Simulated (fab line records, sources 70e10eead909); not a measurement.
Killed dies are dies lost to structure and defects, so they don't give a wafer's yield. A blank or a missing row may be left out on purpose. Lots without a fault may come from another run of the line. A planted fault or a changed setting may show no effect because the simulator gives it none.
Which tool did it? | flow nand_harc | 12 lots, 36 wafers sampled, at 3 steps of a route of 1159

WHAT THE GAUGES READ, wafer by wafer
NHARC_P_GATE_INSPECT_68.
lot  | measured     | on                | raw_defect_count
L075 | day 6 01:24  | defect_inspect-02 | 203 233 158
L077 | day 6 07:53  | defect_inspect-02 | 182 108 88
L078 | day 6 17:45  | defect_inspect-02 | 173 90 276
L081 | day 7 06:29  | defect_inspect-01 | 306 305 325
L082 | day 7 15:55  | defect_inspect-02 | 308 122 360
L084 | day 8 07:16  | defect_inspect-01 | 167 124 168
L088 | day 8 20:13  | defect_inspect-01 | 188 258 176
L089 | day 9 09:29  | defect_inspect-02 | 171 223 172
L092 | day 9 20:42  | defect_inspect-01 | 196 189 208
L093 | day 10 02:40 | defect_inspect-02 | 173 142 147
L095 | day 10 14:07 | defect_inspect-02 | 235 146 190
L096 | day 11 01:24 | defect_inspect-01 | 132 222 147

WHICH TOOL RAN EACH LOT (tool, then ch and the chambers of the sampled wafers, then the start)
lot  | NHARC_P_GATE_ETCHBACK_37                      | NHARC_P_GATE_STRIP_111
L075 | rie_diel-08 ch 1,2,3, day 5 19:25 or earlier  | plasma_asher-01 ch 0,1, day 5 19:25
L077 | rie_diel-09 ch 0,2, day 6 01:47 or earlier    | plasma_asher-02 ch 0,1, day 6 01:47
L078 | rie_diel-09 ch 0,1, day 6 11:23 or earlier    | plasma_asher-02 ch 0, day 6 11:23
L081 | rie_diel-08 ch 0,2,3, day 7 00:38 or earlier  | plasma_asher-02 ch 0,1, day 7 00:38
L082 | rie_diel-09 ch 0,3, day 7 09:51 or earlier    | plasma_asher-02 ch 0,1, day 7 09:51
L084 | rie_diel-07 ch 1,2,3, day 8 00:54 or earlier  | plasma_asher-01 ch 0,1, day 8 00:54
L088 | rie_diel-09 ch 0,1, day 8 13:43 or earlier    | plasma_asher-01 ch 0,1, day 8 13:43
L089 | rie_diel-09 ch 0,1,2, day 9 03:36 or earlier  | plasma_asher-01 ch 0,1, day 9 03:36
L092 | rie_diel-09 ch 1,2,3, day 9 14:29 or earlier  | plasma_asher-02 ch 0,1, day 9 14:29
L093 | rie_diel-08 ch 0,2,3, day 9 20:33 or earlier  | plasma_asher-02 ch 0,1, day 9 20:33
L095 | rie_diel-08 ch 0,2,3, day 10 07:44 or earlier | plasma_asher-01 ch 0,1, day 10 07:44
L096 | rie_diel-09 ch 0,1,2, day 10 19:13 or earlier | plasma_asher-02 ch 0,1, day 10 19:13
- NHARC_P_GATE_ETCHBACK_37: etches the open film in CHF3/O2, target depth 34.5 nm, time 17.2 s.
- NHARC_P_GATE_STRIP_111: strips in N2/H2, time 250 s.

THE ANSWER, worked out from the rows above alone
Rule: what is usual is taken from the lots themselves. Put in order of their means at a reading, lots are off if they are a third of the lots or fewer, leave a main group of 4 or more, and stand apart from it by a gap of 3 or more times the standard deviation of the main group's means; of several such gaps the widest counts. A main group whose means are all the same, to the digits that the tables above print for the reading, isn't used. A lot without any number at a reading at which 4 lots or more have one is off too. The other lots that the step has rows for count as sound.
No lot is off at any reading shown: from this, nothing can be told.

WHAT THE SIMULATOR HAD PUT IN
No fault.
